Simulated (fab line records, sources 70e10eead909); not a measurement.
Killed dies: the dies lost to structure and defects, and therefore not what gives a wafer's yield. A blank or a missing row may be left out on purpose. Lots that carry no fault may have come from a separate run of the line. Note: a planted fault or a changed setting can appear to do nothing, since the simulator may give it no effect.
Matching of chambers :: flow nand_harc :: cmp-04 running NHARC_A_DECK1_JOINT_CMP_13: 4 sister chambers
The step polishes, target thk 51.023 nm. 8 wafers are shown with their chamber, then 7 later ones without.

WAFERS PAIRED WITH THEIR CHAMBERS
wafer: L403.3
chamber: 2
motor_current_A (A): 11.9
time_to_endpoint_s (s): 9.8

wafer: L403.4
chamber: 3
motor_current_A (A): 11.2
time_to_endpoint_s (s): 8.8

wafer: L405.2
chamber: 3
motor_current_A (A): 10.7
time_to_endpoint_s (s): 9.2

wafer: L412.1
chamber: 2
motor_current_A (A): 11.6
time_to_endpoint_s (s): 9.9

wafer: L418.5
chamber: 1
motor_current_A (A): 13.2
time_to_endpoint_s (s): 10.5

wafer: L418.6
chamber: 0
motor_current_A (A): 11.7
time_to_endpoint_s (s): 8.4

wafer: L422.2
chamber: 0
motor_current_A (A): 11.3
time_to_endpoint_s (s): 9.3

wafer: L422.3
chamber: 1
motor_current_A (A): 11.9
time_to_endpoint_s (s): 12.8

WAFERS MISSING THEIR CHAMBER
wafer: L422.6
motor_current_A (A): 12.0
time_to_endpoint_s (s): 12.4

wafer: L424.2
motor_current_A (A): 13.2
time_to_endpoint_s (s): 14.4

wafer: L424.3
motor_current_A (A): 11.6
time_to_endpoint_s (s): 14.0

wafer: L424.5
motor_current_A (A): 11.1
time_to_endpoint_s (s): 12.2

wafer: L425.3
motor_current_A (A): 11.7
time_to_endpoint_s (s): 11.7

wafer: L425.5
motor_current_A (A): 12.0
time_to_endpoint_s (s): 11.8

wafer: L425.6
motor_current_A (A): 11.8
time_to_endpoint_s (s): 11.5

THE CHAMBER EACH PASSED THROUGH
wafer: L422.6
from the rows above: can't be placed: 1 or 2
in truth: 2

wafer: L424.2
from the rows above: 1
in truth: 1

wafer: L424.3
from the rows above: can't be placed: 1 or 2
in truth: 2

wafer: L424.5
from the rows above: can't be placed: 1 or 2 or 3 or 0
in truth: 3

wafer: L425.3
from the rows above: can't be placed: 1 or 2 or 0 or 3
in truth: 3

wafer: L425.5
from the rows above: can't be placed: 1 or 2
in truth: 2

wafer: L425.6
from the rows above: can't be placed: 1 or 2 or 0 or 3
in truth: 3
Correctly placed: 1 of 7. From these rows, 6 cannot be placed; in 6 the true chamber is one of the candidates. Number placed wrongly: 0.
How it was worked out, from the rows above alone: a wafer's distance from a chamber is the root of the sum, over the readings, of the square of ((its reading less the chamber's mean) divided by the reading's scatter). The wafer belongs to the nearest chamber; if the next one is less than 2 further off, it can't be placed. For every chamber, the mean is computed from those of its wafers that are shown. The scatter: take each reading less its chamber's mean, square it, sum over the shown wafers, divide by the number of wafers less the number of chambers, and take the root.
